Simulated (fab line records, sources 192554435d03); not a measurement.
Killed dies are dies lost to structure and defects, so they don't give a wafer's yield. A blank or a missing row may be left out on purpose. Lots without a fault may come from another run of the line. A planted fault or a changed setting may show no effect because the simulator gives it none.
Chamber matching | flow n5_finfet | N5_GATE_CUT_STRIP_59 on rie_diel-01: 4 sister chambers
The step strips in N2/H2, time 20 s. 4 wafers are shown with their chamber, then 10 later ones without.

WAFERS WITH THEIR CHAMBER
wafer  | chamber | showerhead_plenum_p_Torr (Torr)
L085.2 | 1       | 3.37
L088.6 | 3       | 3.24
L090.2 | 2       | 3.51
L090.3 | 0       | 3.37

WAFERS WITHOUT THEIR CHAMBER
wafer  | showerhead_plenum_p_Torr (Torr)
L090.4 | 3.24
L093.1 | 3.23
L093.2 | 3.37
L093.4 | 3.51
L094.1 | 3.37
L094.2 | 3.51
L094.3 | 3.23
L097.1 | 3.23
L097.5 | 3.50
L097.6 | 3.36

WHICH CHAMBER EACH WENT THROUGH
wafer  | from the rows above     | in truth
L090.4 | 3                       | 3
L093.1 | 3                       | 3
L093.2 | can't be placed: 0 or 1 | 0
L093.4 | 2                       | 2
L094.1 | can't be placed: 0 or 1 | 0
L094.2 | 2                       | 2
L094.3 | 3                       | 3
L097.1 | 3                       | 3
L097.5 | 2                       | 2
L097.6 | can't be placed: 0 or 1 | 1
Placed correctly: 7 of 10. Can't be placed from these rows: 3 (the true chamber is among the candidates in 3). Placed wrongly: 0.
How it was worked out, from the rows above alone: a wafer's distance from a chamber is the root of the sum, over the readings, of the square of ((its reading less the chamber's mean) divided by the reading's scatter). The wafer belongs to the nearest chamber; if the next one is less than 2 further off, it can't be placed. A chamber's mean is the mean of its shown wafers. The scatter: with one shown wafer a chamber, the root of the mean of the squares of how far each hidden wafer lies from its nearest shown one.
